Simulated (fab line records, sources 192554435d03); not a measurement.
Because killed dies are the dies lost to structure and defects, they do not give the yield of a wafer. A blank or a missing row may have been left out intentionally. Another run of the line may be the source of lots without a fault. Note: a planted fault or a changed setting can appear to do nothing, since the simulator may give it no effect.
The tool behind it: which one? | flow n5 finfet | 10 lots, 28 wafers sampled, at 5 steps of a route of 1938

## WHAT THE GAUGES READ, wafer by wafer
N5_HKMG_FIN_CD_MEAS_12 targets a cd of 92.8 nm. Usual: cd nm at 93.0 nm, with a standard deviation of 1.
lot  | measured    | on        | cd nm (nm)     | flag
L834 | day 4 14:03 | cd sem-02 | 93.9 91.8 94.1 |
L836 | day 5 05:23 | cd sem-02 | 92.5 93.3 93.8 |
L838 | day 5 10:14 | cd sem-02 | 93.9 94.4 94.3 |
L839 | day 5 14:00 | cd sem-01 | 92.7 93.9 93.6 |
L840 | day 5 19:55 | cd sem-01 | 94.2 94.3 93.0 |
L841 | day 6 01:21 | cd sem-02 | 92.5 93.8 93.1 |
L843 | day 6 17:42 | cd sem-02 | 92.9 92.8 91.7 |
L852 | day 8 21:10 | cd sem-02 | 93.1 93.3      |
L854 | day 9 11:15 | cd sem-02 | 93.8 93.1      |
L855 | day 9 15:28 | cd sem-01 | 93.0 94.0 93.9 |

N5_BEOL_M4_RC_MEAS_101. Usual: DIBL_N 36.5 mV/V, standard deviation 2.2; DIBL_P 36.9 mV/V, standard deviation 2.9; IOFF_N 0.17 nA/um, standard deviation 0.044; IOFF_N_85C 3.2 nA/um, standard deviation 0.72; IOFF_N_LIN 0.076 nA/um, standard deviation 0.017; IOFF_N_LONG 5.47e-05 nA/um, standard deviation 2.6e-06; IOFF_P 0.22 nA/um, standard deviation 0.052; IOFF_P_LIN 0.103 nA/um, standard deviation 0.019; IOFF_P_LONG 0.000104 nA/um, standard deviation 9.8e-06; ION_N 671 uA/um, standard deviation 16; ION_P 461 uA/um, standard deviation 10; SS_N 71.6 mV/dec, standard deviation 0.73; SS_P 73.5 mV/dec, standard deviation 0.79; VT_N 250 mV, standard deviation 4.1; VT_N_LONG 275.1 mV, standard deviation 2.3; VT_N_LVT 98 mV, standard deviation 4.6; VT_P -250 mV, standard deviation 4.1; VT_P_LONG -275 mV, standard deviation 3.1; VT_P_LVT -98 mV, standard deviation 4.
lot  | measured     | on        | DIBL_N (mV/V)  | DIBL_P (mV/V)  | IOFF_N (nA/um) | IOFF_N_85C (nA/um) | IOFF_N_LIN (nA/um) | IOFF_N_LONG (nA/um)        | IOFF_P (nA/um) | IOFF_P_LIN (nA/um) | IOFF_P_LONG (nA/um)        | ION_N (uA/um) | ION_P (uA/um) | SS_N (mV/dec)  | SS_P (mV/dec)  | VT_N (mV)   | VT_N_LONG (mV)    | VT_N_LVT (mV) | VT_P (mV)      | VT_P_LONG (mV) | VT_P_LVT (mV)  | flag
L834 | day 9 04:32  | prober-02 | 35.9 36.7 35.2 | 36.2 36.3 36.0 | 0.15 0.15 0.14 | 2.9 3.0 2.7        | 0.072 0.071 0.065  | 5.47e-05 5.57e-05 5.5e-05  | 0.21 0.20 0.21 | 0.103 0.096 0.101  | 0.000116 0.000113 0.000107 | 666 656 664   | 459 453 461   | 70.7 71.3 71.9 | 73.0 73.7 73.2 | 249 250 253 | 272.8 273.7 278.4 | 100 101 102   | -249 -252 -248 | -274 -275 -274 | -98 -99 -98    |
L836 | day 9 15:00  | prober-01 | 37.2 35.6 36.1 | 35.2 36.2 35.9 | 0.16 0.14 0.15 | 3.2 2.8 3.0        | 0.067 0.066 0.069  | 5.35e-05 5.2e-05 5.4e-05   | 0.19 0.22 0.22 | 0.092 0.104 0.101  | 0.000104 0.000115 0.000107 | 653 658 670   | 439 462 457   | 72.2 71.2 71.4 | 72.8 72.7 73.2 | 253 254 253 | 276.4 277.0 275.9 | 102 101 100   | -253 -250 -251 | -275 -275 -276 | -101 -98 -99   |
L838 | day 9 15:44  | prober-02 | 36.2 35.3 36.0 | 37.7 36.1 37.1 | 0.19 0.17 0.16 | 3.5 3.2 3.1        | 0.086 0.076 0.071  | 5.54e-05 5.62e-05 5.51e-05 | 0.27 0.24 0.24 | 0.122 0.113 0.111  | 0.000114 0.000119 0.000116 | 680 671 668   | 476 462 467   | 71.6 70.7 71.7 | 73.3 73.0 74.0 | 245 249 251 | 272.0 271.2 272.9 | 96 97 101     | -245 -247 -249 | -272 -271 -272 | -96 -96 -97    |
L839 | day 9 21:05  | prober-01 | 37.5 34.3 36.0 | 38.7 35.8 36.9 | 0.20 0.14 0.16 | 3.7 2.7 3.1        | 0.087 0.065 0.073  | 5.48e-05 5.35e-05 5.5e-05  | 0.24 0.20 0.20 | 0.112 0.093 0.098  | 0.000107 9.7e-05 9.8e-05   | 692 654 671   | 466 450 457   | 72.0 71.6 72.1 | 74.6 73.7 73.9 | 246 253 251 | 274.8 276.4 271.8 | 95 100 98     | -251 -252 -249 | -275 -275 -274 | -97 -100 -99   |
L840 | day 10 03:28 | prober-01 | 37.2 33.1 36.8 | 36.5 31.3 36.6 | 0.16 0.11 0.16 | 3.2 2.3 3.1        | 0.076 0.052 0.074  | 5.65e-05 5.83e-05 5.65e-05 | 0.25 0.18 0.24 | 0.111 0.090 0.111  | 0.000124 0.00012 0.000113  | 671 648 660   | 462 447 462   | 71.9 71.2 71.2 | 73.6 73.2 73.8 | 252 255 250 | 275.0 274.6 276.0 | 99 104 100    | -246 -248 -247 | -272 -270 -274 | -97 -100 -97   |
L841 | day 11 02:48 | prober-01 | 35.8 37.1 34.8 | 35.2 38.6 32.0 | 0.14 0.16 0.13 | 2.9 3.3 2.7        | 0.065 0.075 0.052  | 5.47e-05 5.15e-05 5.5e-05  | 0.19 0.24 0.14 | 0.087 0.105 0.072  | 0.000107 8.9e-05 0.0001    | 670 652 638   | 454 453 436   | 71.9 72.5 72.4 | 73.4 73.8 72.6 | 253 248 258 | 275.7 277.2 278.1 | 104 100 107   | -253 -250 -258 | -278 -275 -277 | -103 -101 -106 |
L843 | day 11 12:47 | prober-02 | 36.4 36.7 37.2 | 37.6 38.7 40.4 | 0.18 0.16 0.22 | 3.5 3.2 4.1        | 0.083 0.078 0.101  | 5.4e-05 5.51e-05 5.54e-05  | 0.21 0.23 0.25 | 0.097 0.105 0.113  | 9.3e-05 9.8e-05 9.4e-05    | 671 677 709   | 452 466 475   | 71.5 71.2 71.3 | 73.4 74.4 73.4 | 247 246 243 | 275.7 275.7 276.7 | 94 96 91      | -252 -249 -247 | -278 -276 -277 | -99 -99 -97    |
L852 | day 13 09:28 | prober-02 | 34.6 36.5      | 34.3 37.3      | 0.13 0.03      | 2.6 0.8            | 0.059 0.015        | 5.75e-05 2.58e-05          | 0.16 0.32      | 0.082 0.155        | 0.000101 0.000156          | 652 562       | 445 473       | 71.5 71.7      | 72.7 73.7      | 253 294     | 271.7 319.1       | 100 142       | -253 -237      | -274 -261      | -101 -86       | OFF
L854 | day 14 06:13 | prober-02 | 38.1 41.2      | 37.4 40.4      | 0.03 0.23      | 0.8 4.2            | 0.012 0.101        | 2.34e-05 5.26e-05          | 0.37 0.27      | 0.158 0.117        | 0.000139 0.000102          | 543 689       | 466 464       | 71.6 72.2      | 74.0 74.5      | 300 246     | 325.5 277.7       | 149 94        | -237 -247      | -263 -279      | -88 -97        | OFF
L855 | day 14 05:49 | prober-01 | 35.3 38.1 37.8 | 35.5 38.7 39.4 | 0.14 0.18 0.17 | 2.7 3.4 3.3        | 0.067 0.080 0.078  | 5.28e-05 5.38e-05 5.33e-05 | 0.18 0.23 0.25 | 0.087 0.102 0.108  | 9.6e-05 9.8e-05 9.6e-05    | 666 674 668   | 461 463 461   | 70.9 71.7 71.4 | 73.1 74.3 74.4 | 250 247 248 | 275.8 275.2 278.2 | 99 96 97      | -252 -249 -252 | -277 -274 -275 | -100 -97 -96   |

## WHAT TOOL EACH LOT RAN ON (gives the tool, then ch and the chambers of the sampled wafers, and finally the start)
lot  | N5_HKMG_FIN_NWFM_ALD_20            | N5_HKMG_FIN_ALD_71                 | N5_HKMG_FIN_STRIP_69
L834 | ald metal-02 ch 0,1,3, day 4 16:05 | ald metal-02 ch 0,1,3, day 4 16:11 | plasma asher-01 ch 0,1, day 4 16:53
L836 | ald metal-03 ch 0,3, day 5 07:30   | ald metal-03 ch 0,3, day 5 07:35   | plasma asher-01 ch 0,1, day 5 08:18
L838 | ald metal-02 ch 0,2,3, day 5 12:18 | ald metal-02 ch 0,2,3, day 5 12:24 | plasma asher-02 ch 0,1, day 5 13:06
L839 | ald metal-02 ch 0,1, day 5 16:09   | ald metal-02 ch 0,1, day 5 16:15   | plasma asher-02 ch 0,1, day 5 17:10
L840 | ald metal-02 ch 0,1,3, day 5 22:01 | ald metal-02 ch 0,1,3, day 5 22:07 | plasma asher-02 ch 0,1, day 5 22:48
L841 | ald metal-03 ch 1,2,3, day 6 03:27 | ald metal-03 ch 1,2,3, day 6 03:33 | plasma asher-01 ch 0,1, day 6 04:16
L843 | ald metal-02 ch 2,3, day 6 19:47   | ald metal-02 ch 2,3, day 6 19:53   | plasma asher-01 ch 0,1, day 6 20:35
L852 | ald metal-03 ch 0,3, day 8 23:19   | ald metal-03 ch 0,3, day 8 23:29   | plasma asher-02 ch 0,1, day 9 00:19
L854 | ald metal-03 ch 0,3, day 9 13:21   | ald metal-03 ch 0,3, day 9 13:27   | plasma asher-02 ch 0,1, day 9 14:09
L855 | ald metal-02 ch 0,1, day 9 17:31   | ald metal-02 ch 0,1, day 9 17:37   | plasma asher-02 ch 0,1, day 9 18:19
- N5_HKMG_FIN_NWFM_ALD_20: deposits TiAlC, target thk 2 nm, pulse time 3 s, purge time 2 s.
- N5_HKMG_FIN_ALD_71: deposits TiN, target thk 1 nm, pulse time 1 s, purge time 3 s.
- N5_HKMG_FIN_STRIP_69: strips in N2/H2, time 360 s.

## AS READ BY THE TOOLS THEMSELVES (means over the sampled wafers that have a number; for cases with no such wafer, the mark the record gives instead)
N5_HKMG_FIN_NWFM_ALD_20. Usual: heater power w 465 W, standard deviation 57; precursor pulse height rel 1.003, standard deviation 0.02.
lot  | tool         | heater power w (W) | precursor pulse height rel | flag
L834 | ald metal-02 | 434                | 0.996                      |
L836 | ald metal-03 | 438                | 0.990                      |
L838 | ald metal-02 | 418                | 1.011                      |
L839 | ald metal-02 | 413                | 0.997                      |
L840 | ald metal-02 | 434                | 1.009                      |
L841 | ald metal-03 | 490                | 0.999                      |
L843 | ald metal-02 | 416                | 1.003                      |
L852 | ald metal-03 | 452                | 1.010                      |
L854 | ald metal-03 | 444                | 1.028                      |
L855 | ald metal-02 | 412                | 1.001                      |

N5_HKMG_FIN_ALD_71. Usual: heater power w 832 W, standard deviation 100; precursor pulse height rel 1.001, standard deviation 0.019.
lot  | tool         | heater power w (W) | precursor pulse height rel | flag
L834 | ald metal-02 | 789                | 1.000                      |
L836 | ald metal-03 | 796                | 0.993                      |
L838 | ald metal-02 | 753                | 0.976                      |
L839 | ald metal-02 | 733                | 1.001                      |
L840 | ald metal-02 | 790                | 1.005                      |
L841 | ald metal-03 | 883                | 1.015                      |
L843 | ald metal-02 | 766                | 0.985                      |
L852 | ald metal-03 | 795                | 1.006                      |
L854 | ald metal-03 | 794                | 0.998                      |
L855 | ald metal-02 | 735                | 1.004                      |

N5_HKMG_FIN_STRIP_69. Usual: drypump motor current A 5.8 A, standard deviation 0.43; heater power w 480 W, standard deviation 30.
lot  | tool            | drypump motor current A (A) | heater power w (W) | flag
L834 | plasma asher-01 | 5.4                         | 450                |
L836 | plasma asher-01 | 5.5                         | 432                |
L838 | plasma asher-02 | 6.1                         | 493                |
L839 | plasma asher-02 | 5.9                         | 505                |
L840 | plasma asher-02 | 6.1                         | 496                |
L841 | plasma asher-01 | 5.5                         | 439                |
L843 | plasma asher-01 | 5.4                         | 453                |
L852 | plasma asher-02 | 6.0                         | 500                |
L854 | plasma asher-02 | 6.0                         | 498                |
L855 | plasma asher-02 | 5.9                         | 506                |

## THE ANSWER, worked out from the rows above alone
Rule: a lot is off if the mean of its wafers that have a number lies more than 3 standard deviations from the usual mean. Also off: a lot with no number at a reading for which 4 or more lots have one. Where the step has rows for the other lots, those lots are counted as sound. Order of review: gauges by route order, followed by the tools' own readings, for which a lot's mean as printed above is used. At the first step where some lot is off, the reading lying furthest off is the one used; lots without a number count as furthest.
Off: L852, L854, at N5_BEOL_M4_RC_MEAS_101 (VT_N_LONG).
A tool fits if, at a process step before that reading, it ran every lot that is off, and no sound lot after the first of them. Gauges at N5_BEOL_M4_RC_MEAS_101: tried the same way as those tools. This does not decide it: 2 tools fit, namely ald metal-03 at N5_HKMG_FIN_NWFM_ALD_20 and N5_HKMG_FIN_ALD_71 and prober-02 at N5_BEOL_M4_RC_MEAS_101.

## WHAT HAD BEEN PUT IN BY THE SIMULATOR
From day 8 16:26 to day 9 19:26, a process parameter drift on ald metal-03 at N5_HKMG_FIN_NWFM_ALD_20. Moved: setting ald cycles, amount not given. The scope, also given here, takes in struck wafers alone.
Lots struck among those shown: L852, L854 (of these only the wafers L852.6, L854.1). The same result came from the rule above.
